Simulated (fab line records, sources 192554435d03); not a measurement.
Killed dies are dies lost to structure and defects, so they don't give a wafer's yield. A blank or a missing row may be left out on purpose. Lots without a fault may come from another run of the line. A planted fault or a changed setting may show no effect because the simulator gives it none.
fab line records | flow n5_finfet
record lots=10 wafers=30 last_day=17
route steps=1938 shown BEOL_M4@1111 BEOL_M5@1169 BEOL_M6@1204 PASSIVATION@1936
lots that met no fault: from a run of the same line without faults
start_h: hours from the record's first day to the start of the lot's first wafer shown | wait_h: hours since the lot's step before | " the same as in the row above | L1.1+2: a row that stands for several wafers | - no value, or no start given | * or withheld: withheld | < > ~ a bound
route shown NAME@n: a module of which the file shows steps, and the number in the route of the first | usual: mean/standard deviation of fault-free wafers | same: alike in all rows | chamber/n: place in a boat | sites: the reading at each site | _std_site: their standard deviation | _edge_site: outer sites' mean less inner sites' | radius_mm: how far each site lies from the wafer's centre | mask NAME#n: copy n | behind: the tool/chamber that last shaped the wafer | hold: why the lot was held/for how many hours/how that ended | device: the transistor (n, p or np) that didn't switch | end of line: the same wafers' tests at the end of the route | a step without rows: its recipe alone | killed: dies lost to structure and defects at the first sort, not the wafer's yield | map: a wafer's dies, x killed, . not, _ none there
set.NAME: the setting as run; set.NAME@STEP: as run at that earlier step | model.NAME: the simulator's own value behind a step, which no gauge read
steps of the route over a sample of lots; a table a step, a row a wafer
services: from which hour (start_h, from the record's first day; less than 0 if before it) a tool's chamber was out of use, for how many hours, and why
## steps
# step N5_BEOL_M4_RC_MEAS_101
# usual DIBL_N=36.2/1.4 DIBL_P=36.1/1.5 IOFF_N=0.153/0.02 IOFF_P=0.215/0.03 ION_N=672/8.6 ION_P=463/6.8 SS_N=71.5/0.47 SS_P=73.3/0.57 VT_N=250.6/2.4 VT_P=-249/3.2
# columns lot.wafer tool chamber start_h wait_h DIBL_N[mV/V] DIBL_P[mV/V] IOFF_N[nA/um] IOFF_P[nA/um] ION_N[uA/um] ION_P[uA/um] SS_N[mV/dec] SS_P[mV/dec] VT_N[mV] VT_P[mV]
L529.2 prober-02 0 169.79 0.2 34.2 34.5 0.138 0.227 667 469 71.9 73.4 252.3 -246
L529.3 " 0 " " 36.8 37.8 0.194 0.293 698 488 72.0 74.1 244.4 -244
L529.5 " 0 " " 33.5 33.2 0.126 0.204 671 473 71.0 73.4 253.8 -246
L530.2 prober-01 0 175.96 0.2 38.6 38.4 0.186 0.248 673 464 71.8 74.6 246.8 -245
L530.4 " 0 " " 38.9 38.0 0.179 0.249 676 461 73.0 73.8 248.2 -247
L530.5 " 0 " " 37.4 36.7 0.161 0.224 667 457 72.1 73.5 249.3 -250
L537.3 prober-01 0 214.21 0.3 35.6 37.4 0.153 0.196 662 455 70.7 72.7 250.1 -252
L537.4 " 0 " " 34.5 36.0 0.135 0.181 667 455 71.2 72.0 251.2 -253
L537.5 " 0 " " 36.8 39.1 0.185 0.229 685 465 72.3 73.3 245.4 -249
L536.1 prober-02 0 219.67 0.0 34.9 36.3 0.130 0.186 673 461 71.5 73.1 254.1 -253
L536.4 " 0 " " 36.1 37.6 0.150 0.212 668 463 71.2 73.0 250.0 -251
L536.5 " 0 " " 35.3 36.3 0.134 0.204 673 467 71.8 73.3 253.3 -251
L534.1 prober-01 0 221.33 0.0 36.0 36.4 0.159 0.242 676 472 72.3 73.8 249.5 -244
L534.5 " 0 " " 35.7 36.1 0.144 0.236 666 471 71.4 72.5 252.1 -245
L534.6 " 0 " " 35.8 37.0 0.159 0.255 674 476 71.3 73.1 251.9 -244
L543.1 prober-02 0 268.69 0.0 35.8 35.7 0.143 0.210 666 454 70.9 72.8 251.7 -252
L543.2 " 0 " " 38.1 38.4 0.181 0.239 682 467 72.3 73.7 250.4 -250
L543.4 " 0 " " 36.9 37.2 0.156 0.218 677 468 71.6 73.5 250.8 -250
L547.2 prober-02 0 271.24 0.2 36.3 35.7 0.150 0.215 659 459 71.2 73.9 250.0 -248
L547.3 " 0 " " 37.0 35.8 0.161 0.217 677 465 71.5 73.6 248.7 -251
L547.4 " 0 " " 35.8 34.3 0.135 0.189 669 465 71.2 72.8 250.4 -252
L550.1 prober-02 0 296.07 0.0 35.3 34.7 0.139 0.193 673 460 71.3 73.2 253.2 -250
L550.2 " 0 " " 34.6 34.2 0.141 0.188 679 464 70.8 74.3 253.1 -254
L550.5 " 0 " " 34.8 34.0 0.134 0.191 679 464 71.5 73.3 251.2 -251
L549.1 prober-02 0 297.12 0.0 36.7 37.1 0.156 0.239 683 472 70.9 73.3 252.4 -248
L549.4 " 0 " " 36.4 36.2 0.150 0.224 676 470 71.2 72.1 250.8 -249
L549.5 " 0 " " 37.6 37.5 0.176 0.252 693 475 71.9 73.3 249.7 -246
L551.2 prober-01 0 302.39 0.2 34.1 35.2 0.146 0.200 676 467 70.4 73.2 249.4 -249
L551.3 " 0 " " 36.1 37.2 0.166 0.217 667 462 71.7 73.4 249.0 -247
L551.4 " 0 " " 35.6 36.6 0.160 0.213 676 461 71.5 73.7 250.4 -251
# step N5_BEOL_M5_CURE_80
# recipe temp_c=370 time_s=120 ambient=DMADMS/He material=SiCOH_lowk
# usual lamp_power_pct=52.32/0.057 wafer_temp_C_max=372.0/0.71
# columns lot.wafer tool chamber start_h wait_h lamp_power_pct wafer_temp_C_max
L529.2 uv_cure-02 2 175.61 0.1 52.21 373.0
L529.3 " 2 " " 52.31 372.8
L529.5 " 2 " " 52.32 373.1
L530.2 uv_cure-02 1 182.16 0.1 52.19 372.7
L530.4 " 1 " " 52.27 372.9
L530.5 " 1 " " 52.28 372.9
L537.3 uv_cure-01 1 218.82 0.1 52.29 371.3
L537.4 " 1 " " 52.40 371.8
L537.5 " 1 " " 52.35 371.5
L536.1 uv_cure-02 1 225.76 0.8 52.41 373.2
L536.4 " 1 " " 52.33 372.2
L536.5 " 1 " " 52.30 373.5
L534.1 uv_cure-02 0 227.50 1.1 52.34 371.4
L534.5 " 0 " " 52.29 371.6
L534.6 " 0 " " 52.38 371.1
L543.1 uv_cure-01 2 273.14 0.0 52.17 370.9
L543.2 " 2 " " 52.38 371.0
L543.4 " 2 " " 52.25 370.7
L547.2 uv_cure-03 2 277.04 0.1 52.28 372.0
L547.3 " 2 " " 52.36 371.8
L547.4 " 2 " " 52.41 371.6
L549.1 uv_cure-01 1 301.98 0.0 52.29 371.6
L549.4 " 1 " " 52.29 372.6
L549.5 " 1 " " 52.27 372.0
L550.1 uv_cure-02 2 302.19 0.0 52.31 373.3
L550.2 " 2 " " 52.31 372.3
L550.5 " 2 " " 52.29 372.1
L551.2 uv_cure-03 0 310.04 0.1 52.35 371.2
L551.3 " 0 " " 52.36 371.3
L551.4 " 0 " " 52.35 372.8
# step N5_BEOL_M5_SURFACE_TREAT_87
# recipe gas=Ar time_s=* ion_energy_ev=* ion_current_ma_cm2=0.5 pressure_mtorr=* ar_flow_sccm=30
# usual throttle_valve_pct=*
# columns lot.wafer tool chamber start_h wait_h throttle_valve_pct
L529.2 pvd_sputter-01 - 176.75 0.4 *
L529.3 " - " " *
L529.5 " - " " *
L530.2 pvd_sputter-03 - 183.68 0.6 *
L530.4 " - " " *
L530.5 " - " " *
L537.3 pvd_sputter-03 - 220.26 0.9 *
L537.4 " - " " *
L537.5 " - " " *
L536.1 pvd_sputter-01 - 226.57 0.3 *
L536.4 " - " " *
L536.5 " - " " *
L534.1 pvd_sputter-03 - 228.61 0.2 *
L534.5 " - " " *
L534.6 " - " " *
L543.1 pvd_sputter-03 - 274.01 0.3 *
L543.2 " - " " *
L543.4 " - " " *
L547.2 pvd_sputter-02 - 277.75 0.2 *
L547.3 " - " " *
L547.4 " - " " *
L549.1 pvd_sputter-01 - 303.02 0.2 *
L549.4 " - " " *
L549.5 " - " " *
L550.1 pvd_sputter-02 - 303.12 0.3 *
L550.2 " - " " *
L550.5 " - " " *
L551.2 pvd_sputter-01 - 310.68 0.2 *
L551.3 " - " " *
L551.4 " - " " *
# step N5_BEOL_M5_RS_MEAS_57
# recipe thk_meas_gauge=four-point-probe reads=Co_of_BEOL_M5_CO_CAP_78+Cu_of_BEOL_M5_ECD_50+Co_of_BEOL_M5_CVD_47+TaN_of_BEOL_M5_ALD_86
# usual M5_RS=0.390/0.01
# columns lot.wafer tool chamber start_h wait_h M5_RS[ohm/sq]
L529.2 film_metro-01 - 182.41 0.1 0.395
L529.3 " - " " 0.400
L529.5 " - " " 0.412
L530.2 film_metro-01 - 189.37 0.1 0.369
L530.4 " - " " 0.367
L530.5 " - " " 0.381
L537.3 film_metro-01 - 225.95 0.1 0.378
L537.4 " - " " 0.382
L537.5 " - " " 0.385
L536.1 film_metro-02 - 233.41 0.0 0.383
L536.4 " - " " 0.382
L536.5 " - " " 0.375
L534.1 film_metro-01 - 235.11 0.0 0.414
L534.5 " - " " 0.403
L534.6 " - " " 0.399
L543.1 film_metro-01 - 281.50 0.0 0.388
L543.2 " - " " 0.393
L543.4 " - " " 0.387
L547.2 film_metro-01 - 283.82 0.1 0.374
L547.3 " - " " 0.384
L547.4 " - " " 0.392
L549.1 film_metro-01 - 308.94 0.0 0.389
L549.4 " - " " 0.387
L549.5 " - " " 0.390
L550.1 film_metro-02 - 310.44 0.0 0.397
L550.2 " - " " 0.381
L550.5 " - " " 0.372
L551.2 film_metro-02 - 316.44 0.1 0.393
L551.3 " - " " 0.371
L551.4 " - " " 0.375
# step N5_BEOL_M6_EXPOSE_08
# recipe mask_id=M6 na=1.35 source_shape=dipole sigma_inner=0.817 sigma_outer=0.97 polarization=te dose_mj=68.25
# columns lot.wafer tool chamber start_h wait_h mask
L529.2+3+5 arfi_scanner-01 0 185.49 - M6#0
L530.2+4+5 arfi_scanner-02 0 191.82 - M6#0
L537.3+4+5 arfi_scanner-03 0 228.47 - M6#0
L536.1+4+5 arfi_scanner-03 0 236.02 - M6#0
L534.1+5+6 arfi_scanner-03 0 237.06 - M6#0
L543.1+2+4 arfi_scanner-03 0 284.27 - M6#0
L547.2+3+4 arfi_scanner-03 0 285.65 - M6#0
L549.1+4+5 arfi_scanner-02 0 310.34 - M6#0
L550.1+2+5 arfi_scanner-01 0 313.53 - M6#0
L551.2+3+4 arfi_scanner-02 0 318.29 - M6#0
# step N5_BEOL_M6_OVL_MEAS_12
# recipe points_per_wafer=44
# usual M6_OVL=-0.2/0.71
# columns lot.wafer tool chamber start_h wait_h M6_OVL[nm]
L529.2 overlay-01 0 185.65 0.0 0.6
L529.3 " 0 " " 0.0
L529.5 " 0 " " 0.1
L530.2 overlay-02 0 191.98 0.0 -0.4
L530.4 " 0 " " 0.6
L530.5 " 0 " " -1.8
L537.3 overlay-01 0 228.61 0.0 -0.6
L537.4 " 0 " " -1.4
L537.5 " 0 " " -1.4
L536.1 overlay-02 0 236.18 0.0 -0.4
L536.4 " 0 " " -0.5
L536.5 " 0 " " -0.3
L534.1 overlay-02 0 237.22 0.0 1.5
L534.5 " 0 " " 0.9
L534.6 " 0 " " 0.3
L543.1 overlay-02 0 284.43 0.0 15.1
L543.2 " 0 " " 16.0
L543.4 " 0 " " 15.4
L547.2 overlay-02 0 285.80 0.0 15.7
L547.3 " 0 " " 14.8
L547.4 " 0 " " 16.3
L549.1 overlay-02 0 310.50 0.0 0.0
L549.4 " 0 " " 0.0
L549.5 " 0 " " -0.1
L550.1 overlay-02 0 313.69 0.0 -0.7
L550.2 " 0 " " -0.4
L550.5 " 0 " " -0.9
L551.2 overlay-02 0 318.45 0.0 0.3
L551.3 " 0 " " -0.1
L551.4 " 0 " " 0.8
# step N5_PASSIVATION_PROBE_49
# usual defect_limited_yield=91.3/1.3 killed_at_M0_to_M3=35/13 killed_at_M4_up=13/5.2 killed_at_contacts=12/6.2 killed_at_front_end=39/9.6 killed_at_other=3.1/2.6 killed_dies=102/16 killed_on_rim=13/3.8 killed_open=68/13 killed_short=33/6.9 sort_bin_5_function=5.1/0.87 sort_bin_6_memory=3.3/0.67 sort_n_pass=1078/16 sort_yield_pct=91.3/1.3
# same gross_dies=1180 killed_at_back_side=0 sort_bin_4_leakage[%]=0 sort_bin_8_speed[%]=0
# columns lot.wafer tool chamber start_h wait_h defect_limited_yield[%] killed_at_M0_to_M3 killed_at_M4_up killed_at_contacts killed_at_front_end killed_at_other killed_dies killed_on_rim killed_open killed_short sort_bin_5_function[%] sort_bin_6_memory[%] sort_n_pass sort_yield_pct[%]
L537.3 prober-02 - 314.33 0.1 92.1 27 23 14 28 1 93 15 67 26 4.5 3.0 1087 92.1
L537.4 prober-02 - 314.38 0.2 92.2 27 10 14 41 0 92 20 58 27 4.2 3.1 1088 92.2
L537.5 prober-02 - 314.43 0.2 91.0 32 19 9 46 0 106 11 73 32 5.5 3.0 1074 91.0
L543.1 prober-01 - 372.92 0.0 73.6 20 224 7 59 1 311 38 53 33 14.1 2.7 869 73.6
L543.2 prober-01 - 372.97 0.1 36.4 37 657 16 37 3 750 101 63 35 31.9 3.3 430 36.4
L543.4 prober-01 - 373.07 0.2 55.5 29 453 11 30 2 525 70 55 23 22.8 2.3 655 55.5
L547.2 prober-02 - 374.77 0.1 36.9 41 649 14 38 3 745 91 74 28 31.0 3.1 435 36.9
L547.3 prober-02 - 374.82 0.1 67.8 47 291 9 32 1 380 52 67 33 17.0 3.5 800 67.8
L547.4 prober-02 - 374.87 0.2 19.8 36 847 20 38 5 946 122 73 33 39.6 3.7 234 19.8
# killed by level:class
L537.3 BEOL_M1:geometric_particle:open=11 BEOL_M4:geometric_particle:open=11 MOL_CONTACT_COAG:geometric_particle:open=9 MOL_CONTACT_COAG:geometric_particle:short=5 FIN_SAQP:geometric_particle:open=4 BEOL_M6:geometric_particle:open=4 GATE_CUT:geometric_particle:short=3 BEOL_M0_SAQP:geometric_particle:short=3
L537.4 MOL_CONTACT_COAG:geometric_particle:open=13 BEOL_M0_SAQP:geometric_particle:open=8 BEOL_M1:geometric_particle:open=7 STI_FIN_REVEAL:geometric_particle:open=6 BEOL_M0_SAQP:geometric_particle:short=6 GATE_CUT:geometric_particle:short=5 BEOL_M4:geometric_particle:open=5 FIN_SAQP:geometric_particle:short=4
L537.5 FIN_SAQP:geometric_particle:open=17 GATE_CUT:geometric_particle:short=10 BEOL_M4:geometric_particle:open=9 MOL_CONTACT_COAG:geometric_particle:open=7 BEOL_M2:geometric_particle:open=6 BEOL_M0_SAQP:geometric_particle:open=5 BEOL_M0_SAQP:geometric_particle:short=5 BEOL_M0:geometric_particle:open=5
L543.1 BEOL_M6:overlay=220 FIN_SAQP:geometric_particle:open=18 FIN_SAQP:geometric_particle:short=13 BEOL_M2:geometric_particle:open=9 MOL_CONTACT_COAG:geometric_particle:open=5 GATE_CUT:geometric_particle:open=4 STARTING-WAFER:geometric_particle:short=4 HKMG_FIN:area_etch=4
L543.2 BEOL_M6:overlay=650 BEOL_M3:geometric_particle:open=16 FIN_SAQP:geometric_particle:open=14 MOL_CONTACT_COAG:geometric_particle:open=11 FIN_SAQP:geometric_particle:short=7 BEOL_M3:geometric_particle:short=7 STI_FIN_REVEAL:geometric_particle:open=5 MOL_CONTACT_COAG:geometric_particle:short=5
L543.4 BEOL_M6:overlay=447 FIN_SAQP:geometric_particle:open=11 BEOL_M2:geometric_particle:open=10 FIN_SAQP:geometric_particle:short=9 MOL_CONTACT_COAG:geometric_particle:open=7 BEOL_M0_SAQP:geometric_particle:open=6 STI_FIN_REVEAL:geometric_particle:open=4 MOL_CONTACT_COAG:geometric_particle:short=4
L547.2 BEOL_M6:overlay=640 MOL_CONTACT_COAG:geometric_particle:open=12 FIN_SAQP:geometric_particle:open=10 BEOL_M2:geometric_particle:open=10 STI_FIN_REVEAL:geometric_particle:open=8 BEOL_M0_SAQP:geometric_particle:short=8 BEOL_M1:geometric_particle:open=8 DUMMY_GATE:geometric_particle:open=7
L547.3 BEOL_M6:overlay=276 FIN_SAQP:geometric_particle:open=13 BEOL_M2:geometric_particle:open=8 BEOL_M0_SAQP:geometric_particle:short=8 MOL_CONTACT_COAG:geometric_particle:open=8 BEOL_M1:geometric_particle:open=8 BEOL_M3:geometric_particle:open=7 BEOL_M0_SAQP:geometric_particle:open=6
L547.4 BEOL_M6:overlay=839 MOL_CONTACT_COAG:geometric_particle:open=16 STI_FIN_REVEAL:geometric_particle:open=10 BEOL_M0_SAQP:geometric_particle:open=8 BEOL_M3:geometric_particle:open=7 FIN_SAQP:geometric_particle:open=6 BEOL_M4:geometric_particle:open=6 BEOL_M1:geometric_particle:open=5
## services
# columns tool chamber start_h hours kind
arfi_scanner-01 - 152.11 0.8 pm
arfi_scanner-03 - 155.13 0.8 pm
arfi_scanner-02 - 157.61 0.8 pm
arfi_scanner-01 - 166.50 1.0 repair
arfi_scanner-03 - 169.73 3.1 repair
uv_cure-02 - 171.14 3.4 pm
arfi_scanner-01 - 191.09 0.5 repair
arfi_scanner-02 - 192.55 3.1 pm
arfi_scanner-03 - 193.81 1.0 pm
arfi_scanner-02 - 200.42 1.0 pm
arfi_scanner-01 - 200.78 1.3 pm
arfi_scanner-02 - 201.42 1.3 pm
uv_cure-01 - 214.37 1.0 pm
uv_cure-03 - 214.77 28.1 pm
arfi_scanner-01 - 218.14 0.4 repair
uv_cure-01 - 221.40 16.7 repair
arfi_scanner-02 - 228.41 3.9 pm
arfi_scanner-03 - 231.56 1.5 pm
arfi_scanner-03 - 237.15 1.3 pm
arfi_scanner-03 - 252.54 3.1 pm
uv_cure-02 - 255.11 1.0 pm
arfi_scanner-01 - 262.77 1.0 pm
uv_cure-03 - 293.09 1.0 pm
arfi_scanner-01 - 299.73 1.0 pm
## key
first_sign step=N5_BEOL_M6_OVL_MEAS_12 reading=M6_OVL direction=up sigmas=22 usual=-0.2 struck=15.6
effect step=N5_PASSIVATION_PROBE_49 reading=killed_at_M4_up direction=up sigmas=98 usual=13 struck=520
more_kills_born_at N5_BEOL_M6_EXPOSE_08@arfi_scanner-03=3072
met_at N5_BEOL_M6_EXPOSE_08
struck_lots L543,L547
not_acting_at N5_BEOL_M5_CURE_80,N5_BEOL_M5_SURFACE_TREAT_87,N5_BEOL_M5_RS_MEAS_57
onset_between 237.06 284.27
fault kind=scanner_matching_overlay tool=arfi_scanner-03 chamber=- onset_h=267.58 steps=N5_BEOL_M6_EXPOSE_08 offset=15.75
